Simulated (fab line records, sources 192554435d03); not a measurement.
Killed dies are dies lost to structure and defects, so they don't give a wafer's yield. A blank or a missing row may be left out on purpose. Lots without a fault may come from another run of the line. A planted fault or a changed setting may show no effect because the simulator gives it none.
Chamber matching | flow n5_finfet | N5_BEOL_M0_SAQP_ILD_DEP_01 on pecvd-02: 3 sister chambers
The step deposits SiOC from DEMS/O2, target thk 45.419 nm, time 8.7 s. 14 wafers are shown with their chamber, then 7 later ones without.

WAFERS WITH THEIR CHAMBER
wafer  | chamber | throttle_valve_pct (%) | showerhead_plenum_p_Torr (Torr) | heater_power_w (W)
L075.2 | 1       | 12.6                   | 5.708                           | 519
L075.5 | 2       | 12.1                   | 5.721                           | 515
L075.6 | 0       | 11.5                   | 5.709                           | 509
L077.2 | 2       | 12.2                   | 5.729                           | 457
L077.5 | 2       | 12.1                   | 5.732                           | 456
L077.6 | 1       | 12.6                   | 5.700                           | 524
L080.1 | 1       | 12.3                   | 5.702                           | 502
L080.3 | 2       | 12.2                   | 5.726                           | 482
L080.4 | 1       | 12.3                   | 5.702                           | 500
L081.1 | 1       | 12.2                   | 5.694                           | 531
L081.3 | 0       | 11.2                   | 5.699                           | 553
L081.5 | 2       | 12.1                   | 5.731                           | 434
L086.1 | 1       | 12.5                   | 5.713                           | 431
L086.2 | 2       | 11.8                   | 5.726                           | 510

SIGNATURES (means of the wafers above)
reading                  | chamber 0 | chamber 1 | chamber 2 | scatter within a chamber
throttle_valve_pct       | 11.350    | 12.417    | 12.083    | 0.166
showerhead_plenum_p_Torr | 5.70400   | 5.70317   | 5.72750   | 0.00563
heater_power_w           | 531.00    | 501.17    | 475.67    | 34.2
Rule: a wafer's distance from a chamber is the root of the sum, over the readings, of the square of ((its reading less the chamber's mean) divided by the reading's scatter). The wafer belongs to the nearest chamber; if the next one is less than 2 further off, it can't be placed. The scatter: the root of (the sum of the squares of (reading less its chamber's mean) over the shown wafers, divided by (wafers less chambers)).

WAFERS WITHOUT THEIR CHAMBER
wafer  | throttle_valve_pct (%) | showerhead_plenum_p_Torr (Torr) | heater_power_w (W)
L086.5 | 11.8                   | 5.727                           | 510
L087.3 | 12.5                   | 5.708                           | 456
L087.4 | 12.6                   | 5.691                           | 459
L087.6 | 12.1                   | 5.729                           | 500
L090.3 | 12.3                   | 5.706                           | 491
L090.4 | 11.9                   | 5.746                           | 492
L090.6 | 12.5                   | 5.711                           | 504

WHICH CHAMBER EACH WENT THROUGH
wafer  | from the rows above | in truth
L086.5 | 2                   | 2
L087.3 | 1                   | 1
L087.4 | 1                   | 1
L087.6 | 2                   | 2
L090.3 | 1                   | 1
L090.4 | 2                   | 2
L090.6 | 1                   | 1
Placed correctly: 7 of 7. Can't be placed from these rows: 0. Placed wrongly: 0.
